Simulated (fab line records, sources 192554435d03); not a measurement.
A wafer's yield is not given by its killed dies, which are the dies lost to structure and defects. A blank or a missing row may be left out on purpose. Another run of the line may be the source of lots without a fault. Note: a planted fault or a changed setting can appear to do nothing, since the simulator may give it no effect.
What tool caused it? || flow n5-finfet || at 1 step of a route of 1938, 12 lots with 36 wafers sampled

WHAT THE GAUGES SHOWED, per wafer
N5_HKMG_FIN_THK_MEAS_70: measures by xrf.
{"lot": "L075", "measured": "day 4 09:49", "on": "film-metro-02", "HK_THK (nm)": "1.588 1.594 1.630"}
{"lot": "L077", "measured": "day 4 18:53", "on": "film-metro-01", "HK_THK (nm)": "1.575 1.598 1.604"}
{"lot": "L079", "measured": "day 5 12:02", "on": "film-metro-01", "HK_THK (nm)": "1.579 1.598 1.582"}
{"lot": "L081", "measured": "day 5 20:40", "on": "film-metro-01", "HK_THK (nm)": "1.611 1.593 1.598"}
{"lot": "L083", "measured": "day 6 09:10", "on": "film-metro-02", "HK_THK (nm)": "1.640 1.580 1.599"}
{"lot": "L085", "measured": "day 6 20:34", "on": "film-metro-02", "HK_THK (nm)": "1.609 1.578 1.596"}
{"lot": "L087", "measured": "day 7 12:19", "on": "film-metro-02", "HK_THK (nm)": "1.605 1.589 1.613"}
{"lot": "L089", "measured": "day 7 20:28", "on": "film-metro-01", "HK_THK (nm)": "1.604 1.597 1.605"}
{"lot": "L091", "measured": "day 8 08:52", "on": "film-metro-01", "HK_THK (nm)": "1.602 1.619 1.593"}
{"lot": "L093", "measured": "day 8 22:27", "on": "film-metro-02", "HK_THK (nm)": "1.621 1.632 1.590"}
{"lot": "L095", "measured": "day 9 11:16", "on": "film-metro-01", "HK_THK (nm)": "1.606 1.618 1.598"}
{"lot": "L097", "measured": "day 10 01:25", "on": "film-metro-01", "HK_THK (nm)": "1.599 1.593 1.594"}

TOOL THAT RAN EACH LOT (tool first, then ch and the chambers of the sampled wafers, then the start)
Before these readings, the record contains no process step.

THE ANSWER, worked out from the rows above alone
Rule: what is usual is taken from the lots themselves. The widest of any qualifying gaps counts: lots, ordered by their means at a reading, are off when they make up no more than a third of the lots, leave a main group of 4 or more, and stand apart from it by 3 or more times the standard deviation of that group's means. Not used: any main group whose means are identical at the precision the tables above print for the reading. Also off: a lot with no number at a reading for which 4 or more lots have one. Any other lot the step has rows for is counted as sound.
Nothing can be told from this: no lot is off at any reading shown.

WHAT HAD BEEN PUT IN BY THE SIMULATOR
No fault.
